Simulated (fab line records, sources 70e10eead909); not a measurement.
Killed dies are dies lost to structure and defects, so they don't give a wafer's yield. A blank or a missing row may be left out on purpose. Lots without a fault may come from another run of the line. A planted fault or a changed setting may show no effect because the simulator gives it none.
Chamber matching | flow nand_harc | NHARC_P_M1_DEP_33 on pecvd-01: 3 sister chambers
The step deposits SiCN, target thk 30 nm. 3 wafers are shown with their chamber, then 7 later ones without.

WAFERS WITH THEIR CHAMBER
wafer  | chamber | showerhead_vpp_V (V)
L084.2 | 1       | 1321
L095.1 | 2       | 1296
L095.2 | 0       | 1306

WAFERS WITHOUT THEIR CHAMBER
wafer  | showerhead_vpp_V (V)
L095.5 | 1341
L094.1 | 1330
L094.4 | 1299
L094.6 | 1303
L097.1 | 1309
L097.2 | 1320
L097.4 | 1294

WHICH CHAMBER EACH WENT THROUGH
wafer  | from the rows above          | in truth
L095.5 | can't be placed: 1 or 0      | 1
L094.1 | can't be placed: 1 or 0      | 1
L094.4 | can't be placed: 2 or 0      | 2
L094.6 | can't be placed: 0 or 2 or 1 | 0
L097.1 | can't be placed: 0 or 1 or 2 | 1
L097.2 | can't be placed: 1 or 0      | 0
L097.4 | can't be placed: 2 or 0      | 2
Placed correctly: 0 of 7. Can't be placed from these rows: 7 (the true chamber is among the candidates in 7). Placed wrongly: 0.
How it was worked out, from the rows above alone: a wafer's distance from a chamber is the root of the sum, over the readings, of the square of ((its reading less the chamber's mean) divided by the reading's scatter). The wafer belongs to the nearest chamber; if the next one is less than 2 further off, it can't be placed. A chamber's mean is the mean of its shown wafers. The scatter: with one shown wafer a chamber, the root of the mean of the squares of how far each hidden wafer lies from its nearest shown one.
